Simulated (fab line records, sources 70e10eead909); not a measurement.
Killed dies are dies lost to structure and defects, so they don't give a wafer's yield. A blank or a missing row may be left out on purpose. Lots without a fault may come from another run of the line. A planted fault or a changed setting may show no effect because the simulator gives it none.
fab line records | flow nand_harc | part 1 of 2: steps 1 to 23 of 31
record lots=5 wafers=15 last_day=23
route steps=1159 shown A_CONTACT@947 A_BLC@964
lots that met no fault: from a run of the same line without faults
start_h: hours from the record's first day to the start of the lot's first wafer shown | wait_h: hours since the lot's step before | " the same as in the row above | L1.1+2: a row that stands for several wafers | - no value, or no start given | * or withheld: withheld | < > ~ a bound
route shown NAME@n: a module of which the file shows steps, and the number in the route of the first | usual: mean/standard deviation of fault-free wafers | same: alike in all rows | chamber/n: place in a boat | sites: the reading at each site | _std_site: their standard deviation | _edge_site: outer sites' mean less inner sites' | radius_mm: how far each site lies from the wafer's centre | mask NAME#n: copy n | behind: the tool/chamber that last shaped the wafer | hold: why the lot was held/for how many hours/how that ended | device: the transistor (n, p or np) that didn't switch | end of line: the same wafers' tests at the end of the route | a step without rows: its recipe alone | killed: dies lost to structure and defects at the first sort, not the wafer's yield | map: a wafer's dies, x killed, . not, _ none there
set.NAME: the setting as run; set.NAME@STEP: as run at that earlier step | model.NAME: the simulator's own value behind a step, which no gauge read
lots at some steps of the route; a table a step, a row a wafer
services: from which hour (start_h, from the record's first day; less than 0 if before it) a tool's chamber was out of use, for how many hours, and why
## steps
# step NHARC_A_CONTACT_ETCH_138
# recipe source_w=withheld pressure_mtorr=20 bias_v=3000 time_s=132 target_depth_a=12890 ar_flow_sccm=withheld c4f8_flow_sccm=withheld o2_flow_sccm=withheld chemistry=C4F8/O2/Ar
# usual chamber_pressure_mTorr=20.001/0.017
# columns lot.wafer tool chamber start_h wait_h chamber_pressure_mTorr rf_hours_counter_h
L078.2 har_cap_etch-01 1 407.19 0.1 20.008 64
L078.5 " 1 " " 20.012 -
L078.6 " 0 " " 19.999 -
L082.3 har_cap_etch-03 0 438.04 0.1 20.017 -
L082.4 " 1 " " 20.012 -
L082.5 " 0 " " 19.967 -
L091.2 har_cap_etch-02 1 474.10 0.1 19.996 25
L091.1 " 0 " " 20.015 25
L091.6 " 1 " " 20.032 -
L090.2 har_cap_etch-02 1 478.25 0.1 19.999 26
L090.3 " 0 " " 20.008 -
L090.6 " 1 " " 20.000 -
L092.1 har_cap_etch-03 1 495.43 0.1 19.997 108
L092.2 " 0 " " 19.992 108
L092.4 " 0 " " 20.003 -
# step NHARC_A_CONTACT_ETCH_139
# recipe source_w=withheld pressure_mtorr=20 bias_v=400 time_s=137 target_depth_a=5900 ar_flow_sccm=withheld c4f8_flow_sccm=11.5 o2_flow_sccm=7.2 chemistry=C4F8/O2/Ar
# usual chamber_pressure_mTorr=20.002/0.018
# columns lot.wafer tool chamber start_h wait_h chamber_pressure_mTorr rf_hours_counter_h
L078.2 har_cap_etch-01 1 407.31 0.1 20.012 64
L078.5 " 1 " " 19.990 -
L078.6 " 0 " " 20.011 -
L082.3 har_cap_etch-03 0 438.20 0.1 20.004 -
L082.4 " 1 " " 19.975 -
L082.5 " 0 " " 19.999 -
L091.2 har_cap_etch-02 1 474.22 0.1 20.027 25
L091.1 " 0 " " 20.052 25
L091.6 " 1 " " 20.004 -
L090.2 har_cap_etch-02 1 478.39 0.1 19.992 26
L090.3 " 0 " " 20.003 -
L090.6 " 1 " " 19.999 -
L092.1 har_cap_etch-03 1 495.55 0.1 20.043 108
L092.2 " 0 " " 19.996 108
L092.4 " 0 " " 19.990 -
# step NHARC_A_CONTACT_ETCH_92
# recipe target_depth_a=400 over_etch_frac=0.5 time_s=85.7 ion_energy_ev=120 ch3f_flow_sccm=50 o2_flow_sccm=30 ar_flow_sccm=200 rf_w=500 bias_w=100 chemistry=CH3F/O2
# usual ch3f_flow_sccm=50.00/0.17 chamber_pressure_mTorr=25.000/0.023 drypump_motor_current_A=5.8/0.49 oes_product_au=0.933/0.023 rf_vpp_V=243.9/1.7 showerhead_plenum_p_Torr=2.43/0.11 throttle_valve_pct=20.662/0.0092
# columns lot.wafer tool chamber start_h wait_h ch3f_flow_sccm chamber_pressure_mTorr drypump_motor_current_A oes_product_au rf_hours_counter_h rf_vpp_V showerhead_plenum_p_Torr throttle_valve_pct
L078.2 rie_diel-08 2 407.75 0.4 49.84 24.966 4.9 0.922 19 246.6 2.60 20.675
L078.5 " 0 " " 49.91 25.010 6.3 0.918 - 242.7 2.37 20.671
L078.6 " 1 " " 50.08 24.993 6.1 0.901 - 245.2 2.40 20.641
L082.4 rie_diel-08 3 438.56 0.3 50.14 25.031 6.2 0.934 18 242.7 2.34 20.663
L082.3 " 0 " " 50.11 24.994 6.3 0.931 21 243.5 2.37 20.658
L082.5 " 2 " " 50.11 25.009 4.9 0.924 - 246.5 2.59 20.669
L091.1 rie_diel-08 0 474.62 0.3 50.03 24.954 6.3 0.932 29 243.0 2.37 20.667
L091.2 " 2 " " 50.05 25.034 4.9 0.942 31 246.9 2.59 20.673
L091.6 " 1 " " 50.06 25.013 6.1 0.920 - 243.9 2.39 20.683
L090.3 rie_diel-06 3 478.78 0.3 49.94 25.003 5.8 0.932 23 244.3 2.51 20.664
L090.2 " 0 " " 49.77 25.004 5.6 0.929 23 246.0 2.65 20.658
L090.6 " 1 " " 50.17 24.983 6.2 0.919 - 242.9 2.29 20.666
L092.4 rie_diel-06 3 495.96 0.3 50.08 24.999 5.7 0.932 26 245.5 2.51 20.661
L092.2 " 0 " " 50.27 25.037 5.6 0.933 26 246.4 2.65 20.661
L092.1 " 2 " " 50.12 24.990 5.7 0.926 27 241.2 2.29 20.652
# step NHARC_A_CONTACT_ETCH_98
# recipe target_depth_a=200 over_etch_frac=0.5 time_s=10 ion_energy_ev=250 c4f6_flow_sccm=25 o2_flow_sccm=20 ar_flow_sccm=500 rf_w=600 bias_w=500 chemistry=C4F6/O2
# usual chamber_pressure_mTorr=29.998/0.026 drypump_motor_current_A=5.9/0.48 oes_product_au=0.958/0.019 rf_vpp_V=546/3.6 showerhead_plenum_p_Torr=3.88/0.17 throttle_valve_pct=26.904/0.0083
# columns lot.wafer tool chamber start_h wait_h chamber_pressure_mTorr drypump_motor_current_A oes_product_au rf_hours_counter_h rf_vpp_V showerhead_plenum_p_Torr throttle_valve_pct
L078.2 rie_diel-08 3 - - 30.005 6.2 0.948 14 544 3.75 26.909
L078.5 " 3 " " 30.004 6.2 0.952 - 544 3.75 26.908
L078.6 " 0 " " 29.973 6.3 0.947 - 544 3.79 26.914
L082.4 rie_diel-08 1 - - 29.994 6.2 0.941 26 545 3.83 26.893
L082.3 " 2 " " 29.983 4.9 0.963 23 550 4.13 26.905
L082.5 " 1 " " 29.975 6.1 0.953 - 545 3.83 26.901
L091.2 rie_diel-08 2 - - 29.969 4.9 0.925 31 550 4.12 26.912
L091.1 " 1 " " 30.004 6.2 0.936 34 545 3.82 26.908
L091.6 " 2 " " 29.992 4.9 0.930 - 550 4.12 26.894
L090.2 rie_diel-06 0 - - 29.963 5.6 0.945 23 553 4.21 26.903
L090.3 " 3 " " 29.982 5.8 0.940 23 547 4.00 26.903
L090.6 " 1 " " 29.963 6.2 0.941 - 541 3.68 26.909
L092.4 rie_diel-06 1 - - 29.964 6.2 0.925 27 542 3.68 26.904
L092.2 " 2 " " 30.004 5.7 0.935 27 542 3.67 26.907
L092.1 " 0 " " 30.011 5.6 0.949 26 554 4.21 26.915
# step NHARC_A_CONTACT_CD_MEAS_15
# usual cd_nm=90.1/0.49
# columns lot.wafer tool chamber start_h wait_h cd_nm
L078.2 cd_sem-01 - 407.94 - 89.7
L078.5 " - " " 89.6
L078.6 " - " " 89.7
L082.3 cd_sem-02 - 438.75 - 90.3
L082.4 " - " " 89.9
L082.5 " - " " 90.0
L091.1 cd_sem-03 - 474.84 - 89.4
L091.2 " - " " 91.2
L091.6 " - " " 90.9
L090.2 cd_sem-02 - 478.97 - 89.6
L090.3 " - " " 89.9
L090.6 " - " " 90.1
L092.1 cd_sem-03 - 496.17 - 89.4
L092.2 " - " " 90.2
L092.4 " - " " 90.0
# step NHARC_A_CONTACT_STRIP_107
# recipe n2_flow_sccm=150 h2_flow_sccm=150 ar_flow_sccm=0 bias_w=0 chemistry=N2/H2
# columns lot.wafer tool chamber start_h wait_h
L078.2+5+6 rie_diel-08 3,3,0 408.01 0.1
L082.3+4+5 rie_diel-06 3,0,3 438.82 0.1
L091.1+2+6 rie_diel-08 3,0,1 474.93 0.1
L090.3+2+6 rie_diel-04 0,2,0 479.04 0.1
L092.1+4+2 rie_diel-04 1,2,3 496.25 0.1
# step NHARC_A_CONTACT_STRIP_108
# recipe cf4_flow_sccm=100 chf3_flow_sccm=30 ar_flow_sccm=0 bias_w=0 chemistry=CF4/CHF3
# columns lot.wafer tool chamber start_h wait_h
L078.2+5+6 rie_diel-08 1,3,0 408.12 0.1
L082.3+4+5 rie_diel-06 0,2,3 438.92 0.1
L091.2+1+6 rie_diel-08 0,1,3 475.01 0.1
L090.2+3+6 rie_diel-04 0,1,0 479.14 0.1
L092.4+1+2 rie_diel-04 1,2,0 496.34 0.1
# step NHARC_A_CONTACT_STRIP_109
# recipe o2_flow_sccm=400 cos_flow_sccm=20 ar_flow_sccm=0 bias_w=0 chemistry=O2/COS
# columns lot.wafer tool chamber start_h wait_h
L078.2+6+5 rie_diel-08 2,0,1 408.18 0.1
L082.4+3+5 rie_diel-06 1,2,2 438.98 0.0
L091.2+1+6 rie_diel-08 3,0,2 475.07 0.1
L090.2+3+6 rie_diel-04 3,0,2 479.20 0.1
L092.2+4+1 rie_diel-04 3,0,2 496.40 0.0
# step NHARC_A_CONTACT_ETCH_110
# recipe target_depth_a=500 overetch_a=50 time_s=27.5 ion_energy_ev=100 cf4_flow_sccm=80 o2_flow_sccm=20 ar_flow_sccm=0 rf_w=300 bias_w=100 chemistry=CF4/O2
# usual chamber_pressure_mTorr=30.000/0.028 drypump_motor_current_A=5.8/0.48 oes_product_au=1.001/0.01 rf_vpp_V=197.7/1.5 showerhead_plenum_p_Torr=1.33/0.057 throttle_valve_pct=13.395/0.0097
# columns lot.wafer tool chamber start_h wait_h chamber_pressure_mTorr drypump_motor_current_A oes_product_au rf_hours_counter_h rf_vpp_V showerhead_plenum_p_Torr throttle_valve_pct
L078.2 rie_diel-08 0 408.24 0.1 29.991 6.3 1.002 18 196.5 1.29 13.390
L078.6 " 2 " " 30.050 4.9 0.994 - 199.1 1.41 13.398
L078.5 " 3 " " 30.046 6.2 1.010 - 196.4 1.27 13.387
L082.3 rie_diel-06 0 439.04 0.1 30.049 5.6 1.018 4 201.5 1.45 13.393
L082.4 " 2 " " 29.977 5.7 0.999 4 195.2 1.25 13.393
L082.5 " 3 " " 29.975 5.7 1.007 - 198.3 1.37 13.395
L091.2 rie_diel-08 2 475.14 0.1 29.951 4.9 0.993 31 198.6 1.41 13.400
L091.1 " 3 " " 30.012 6.2 0.996 25 196.9 1.27 13.397
L091.6 " 2 " " 29.975 4.9 0.985 - 198.3 1.41 13.405
L090.2 rie_diel-04 3 479.26 0.1 29.947 5.9 0.994 1 197.9 1.37 13.383
L090.3 " 1 " " 30.021 5.5 0.998 2 197.3 1.30 13.376
L090.6 " 2 " " 30.000 5.6 0.992 - 200.5 1.42 13.386
L092.1 rie_diel-04 3 496.46 0.0 30.013 6.0 1.002 5 197.6 1.37 13.398
L092.2 " 1 " " 30.005 5.5 1.000 5 197.9 1.30 13.399
L092.4 " 2 " " 29.968 5.6 0.998 5 200.8 1.42 13.386
# step NHARC_A_CONTACT_STRIP_26
# recipe o2_flow_sccm=500 ar_flow_sccm=0 bias_w=0 chemistry=O2
# usual chamber_pressure_mTorr=60.00/0.053 drypump_motor_current_A=5.9/0.47 oes_product_au=0.998/0.011 rf_vpp_V=57.6/0.92 showerhead_plenum_p_Torr=3.52/0.14 throttle_valve_pct=17.036/0.0092
# columns lot.wafer tool chamber start_h wait_h chamber_pressure_mTorr drypump_motor_current_A oes_product_au rf_hours_counter_h rf_vpp_V showerhead_plenum_p_Torr throttle_valve_pct
L078.2 rie_diel-08 2 - - 60.05 4.9 0.998 19 58.0 3.72 17.045
L078.5 " 0 " " 60.01 6.3 1.007 - 56.4 3.41 17.058
L078.6 " 1 " " 59.95 6.1 0.979 - 58.3 3.44 17.053
L082.3 rie_diel-06 3 - - 60.02 5.8 1.003 4 57.1 3.61 17.036
L082.4 " 1 " " 60.07 6.2 0.999 3 56.6 3.31 17.037
L082.5 " 2 " " 60.09 5.7 1.002 - 57.4 3.31 17.023
L091.1 rie_diel-08 0 - - 60.04 6.3 1.001 29 57.0 3.40 17.032
L091.2 " 1 " " 59.94 6.1 0.979 34 58.6 3.44 17.033
L091.6 " 0 " " 60.04 6.3 1.002 - 58.1 3.40 17.050
L090.3 rie_diel-04 1 - - 59.98 5.5 0.984 2 57.7 3.45 17.036
L090.2 " 0 " " 59.96 5.7 0.970 1 57.6 3.59 17.054
L090.6 " 1 " " 60.06 5.6 0.979 - 57.1 3.45 17.033
L092.1 rie_diel-04 2 - - 59.95 5.6 0.994 5 57.4 3.74 17.043
L092.4 " 3 " " 60.07 6.0 0.996 5 58.3 3.61 17.035
L092.2 " 0 " " 59.92 5.7 0.997 5 58.1 3.58 17.019
# step NHARC_A_CONTACT_STRIP_27
# recipe time_s=600 temp_c=30 chemistry=post_etch_residue_remover
# columns lot.wafer tool chamber start_h wait_h
L078.2+5+6 wet_bench-05 4,5,6 408.62 -
L082.4+5+3 wet_bench-02 4,5,1 439.41 -
L091.2+1+6 wet_bench-05 0,2,5 475.52 -
L090.3+2+6 wet_bench-02 4,5,7 479.64 -
L092.1+2+4 wet_bench-05 3,4,5 496.87 -
# step NHARC_A_CONTACT_ALD_18
# recipe target_thk_a=30 pulse_time_s=1 ald_cycles=150 temp_c=450 material=TiN
# usual heater_power_w=1039/81 precursor_pulse_height_rel=1.001/0.023
# columns lot.wafer tool chamber start_h wait_h heater_power_w precursor_pulse_height_rel
L078.2 ald_metal-01 2 408.92 - 855 1.001
L078.5 " 0 " " 1094 1.018
L078.6 " 1 " " 986 0.981
L082.4 ald_metal-04 0 439.68 - 1009 0.979
L082.3 " 1 " " 1063 0.971
L082.5 " 0 " " 1035 0.997
L091.1 ald_metal-01 0 475.81 - 1087 0.953
L091.2 " 2 " " 855 1.006
L091.6 " 3 " " 934 0.976
L090.3 ald_metal-04 1 479.91 - 1089 1.004
L090.2 " 3 " " 1087 1.007
L090.6 " 2 " " 1107 0.987
L092.1 ald_metal-04 2 497.14 - 1120 1.003
L092.2 " 3 " " 1130 0.977
L092.4 " 0 " " 1032 0.975
# step NHARC_A_CONTACT_CVD_19
# recipe target_thk_a=3000 temp_c=300 pressure_torr=40 wf6_flow_sccm=40 h2_flow_sccm=1600 ar_flow_sccm=1560 time_s=802 material=W
# usual heater_power_w=491/47 throttle_valve_pct=8.0/0.41
# columns lot.wafer tool chamber start_h wait_h heater_power_w throttle_valve_pct
L078.2 cvd_w-02 1 - - 448 8.1
L078.5 " 1 " " 449 8.0
L078.6 " 1 " " 444 8.3
L082.4 cvd_w-02 1 - - 446 8.5
L082.3 " 0 " " 546 7.3
L082.5 " 0 " " 529 7.5
L091.2 cvd_w-02 1 - - 441 8.2
L091.1 " 0 " " 528 7.4
L091.6 " 1 " " 459 8.4
L090.2 cvd_w-02 0 - - 534 7.4
L090.3 " 1 " " 456 8.4
L090.6 " 0 " " 539 7.6
L092.1 cvd_w-01 0 - - 442 7.9
L092.2 " 1 " " 519 7.9
L092.4 " 0 " " 434 7.8
# step NHARC_A_CONTACT_CMP_20
# recipe t_overpolish_s=30 target_thk_nm=300
# usual edge_zone_pressure_frac=1.000/0.0052 motor_current_A=11.9/1.1 overpolish_run_s=30.000/0.0097 time_to_endpoint_s=59.5/2.7
# columns lot.wafer tool chamber start_h wait_h edge_zone_pressure_frac motor_current_A overpolish_run_s time_to_endpoint_s
L078.2 cmp-01 1 410.70 1.1 0.996 9.2 29.985 60.1
L078.5 " 1 " " 0.998 8.9 30.013 61.7
L078.6 " 2 " " 0.996 12.4 30.001 57.5
L082.3 cmp-01 2 444.22 0.4 0.993 11.9 29.996 59.2
L082.4 " 3 " " 1.004 12.1 30.019 60.1
L082.5 " 2 " " 1.005 12.3 29.992 57.2
L091.2 cmp-04 0 476.90 0.8 0.995 13.5 29.981 57.7
L091.1 " 2 " " 1.003 12.1 29.993 58.2
L091.6 " 0 " " 1.002 13.9 30.013 56.9
L090.3 cmp-01 1 492.06 0.6 1.012 9.8 29.991 59.6
L090.2 " 2 " " 1.001 12.6 29.992 54.9
L090.6 " 0 " " 0.991 11.5 29.991 59.4
L092.4 cmp-01 3 500.50 0.5 1.002 11.7 30.004 56.4
L092.2 " 0 " " 0.996 11.4 30.013 58.0
L092.1 " 1 " " 1.003 9.7 29.996 60.3
# step NHARC_A_CONTACT_SRD_22
# columns lot.wafer tool chamber start_h wait_h
L078.5+6+2 wet_bench-02 4,0,1 411.02 0.0
L082.5+3+4 wet_bench-02 5,0,1 444.55 0.0
L091.1+2+6 wet_bench-02 5,7,1 477.20 0.0
L090.6+3+2 wet_bench-05 1,2,5 492.33 0.0
L092.4+1+2 wet_bench-05 2,3,5 500.83 0.0
# step NHARC_A_CONTACT_INSPECT_23
# usual raw_defect_count=424/130
# columns lot.wafer tool chamber start_h wait_h raw_defect_count
L078.2 defect_inspect-01 - 411.10 0.1 405
L078.5 " - " " 398
L078.6 " - " " 427
L082.3 defect_inspect-02 - 444.62 0.1 449
L082.4 " - " " 392
L082.5 " - " " 317
L091.1 defect_inspect-02 - 477.28 0.1 471
L091.2 " - " " 412
L091.6 " - " " 578
L090.2 defect_inspect-02 - 492.41 0.1 473
L090.3 " - " " 424
L090.6 " - " " 452
L092.1 defect_inspect-01 - 500.90 0.1 442
L092.2 " - " " 561
L092.4 " - " " 485
# step NHARC_A_BLC_DEHYDRATE_00
# recipe temp_c=150 time_s=120
# usual heater_power_total_W=182.5/1.2
# columns lot.wafer tool chamber start_h wait_h heater_power_total_W
L078.2 litho_track-04 0 411.16 0.1 182.5
L078.5 " 0 " " 182.4
L078.6 " 0 " " 183.4
L082.3 litho_track-06 0 444.70 0.1 183.9
L082.4 " 0 " " 181.4
L082.5 " 0 " " 184.5
L091.1 litho_track-01 0 477.34 0.1 183.9
L091.2 " 0 " " 182.0
L091.6 " 0 " " 180.8
L090.2 litho_track-01 0 492.47 0.1 184.6
L090.3 " 0 " " 183.3
L090.6 " 0 " " 183.1
L092.1 litho_track-04 0 500.96 0.1 181.8
L092.2 " 0 " " 180.9
L092.4 " 0 " " 183.2
# step NHARC_A_BLC_HMDS_01
# recipe time_s=30
# columns lot.wafer tool chamber start_h wait_h
L078.2+5+6 litho_track-04 0 - -
L082.3+4+5 litho_track-06 0 - -
L091.1+2+6 litho_track-01 0 - -
L090.2+3+6 litho_track-01 0 - -
L092.1+2+4 litho_track-04 0 - -
# step NHARC_A_BLC_COAT_02
# recipe temp_c=260 time_s=75
# usual heater_power_total_W=486.6/1.6
# columns lot.wafer tool chamber start_h wait_h heater_power_total_W
L078.2 litho_track-04 0 - - 486.8
L078.5 " 0 " " 484.5
L078.6 " 0 " " 485.1
L082.3 litho_track-06 0 - - 484.7
L082.4 " 0 " " 485.6
L082.5 " 0 " " 487.9
L091.1 litho_track-01 0 - - 485.0
L091.2 " 0 " " 486.8
L091.6 " 0 " " 489.7
L090.2 litho_track-01 0 - - 484.9
L090.3 " 0 " " 489.1
L090.6 " 0 " " 487.6
L092.1 litho_track-04 0 - - 484.9
L092.2 " 0 " " 484.9
L092.4 " 0 " " 488.4
# step NHARC_A_BLC_COAT_03
# recipe temp_c=225 time_s=65
# usual heater_power_total_W=446.8/2
# columns lot.wafer tool chamber start_h wait_h heater_power_total_W
L078.2 litho_track-04 0 - - 447.3
L078.5 " 0 " " 443.9
L078.6 " 0 " " 449.4
L082.3 litho_track-06 0 - - 448.9
L082.4 " 0 " " 448.0
L082.5 " 0 " " 444.0
L091.1 litho_track-01 0 - - 449.6
L091.2 " 0 " " 444.8
L091.6 " 0 " " 444.7
L090.2 litho_track-01 0 - - 444.3
L090.3 " 0 " " 447.9
L090.6 " 0 " " 448.3
L092.1 litho_track-04 0 - - 448.1
L092.2 " 0 " " 449.5
L092.4 " 0 " " 445.6
# step NHARC_A_BLC_COAT_04
# recipe spin_rpm=1500 resist_thk_nm=90
# usual spin_speed_rpm=1500.0/0.94
# columns lot.wafer tool chamber start_h wait_h spin_speed_rpm
L078.2 litho_track-04 0 - - 1498.4
L078.5 " 0 " " 1501.5
L078.6 " 0 " " 1499.1
L082.3 litho_track-06 0 - - 1501.2
L082.4 " 0 " " 1500.8
L082.5 " 0 " " 1499.2
L091.1 litho_track-01 0 - - 1500.0
L091.2 " 0 " " 1499.3
L091.6 " 0 " " 1501.5
L090.2 litho_track-01 0 - - 1500.3
L090.3 " 0 " " 1499.4
L090.6 " 0 " " 1499.8
L092.1 litho_track-04 0 - - 1498.8
L092.2 " 0 " " 1498.5
L092.4 " 0 " " 1498.2
# step NHARC_A_BLC_SOFTBAKE_05
# recipe temp_c=105 time_s=55
# usual heater_power_total_W=188.44/0.13
# columns lot.wafer tool chamber start_h wait_h heater_power_total_W
L078.2 litho_track-04 0 - - 188.51
L078.5 " 0 " " 188.57
L078.6 " 0 " " 188.43
L082.3 litho_track-06 0 - - 188.49
L082.4 " 0 " " 188.34
L082.5 " 0 " " 188.56
L091.1 litho_track-01 0 - - 188.36
L091.2 " 0 " " 188.67
L091.6 " 0 " " 188.41
L090.2 litho_track-01 0 - - 188.45
L090.3 " 0 " " 188.27
L090.6 " 0 " " 188.45
L092.1 litho_track-04 0 - - 188.45
L092.2 " 0 " " 188.32
L092.4 " 0 " " 188.36
# step NHARC_A_BLC_EBR_06
# columns lot.wafer tool chamber start_h wait_h
L078.2+5+6 litho_track-04 0 - -
L082.3+4+5 litho_track-06 0 - -
L091.1+2+6 litho_track-01 0 - -
L090.2+3+6 litho_track-01 0 - -
L092.1+2+4 litho_track-04 0 - -
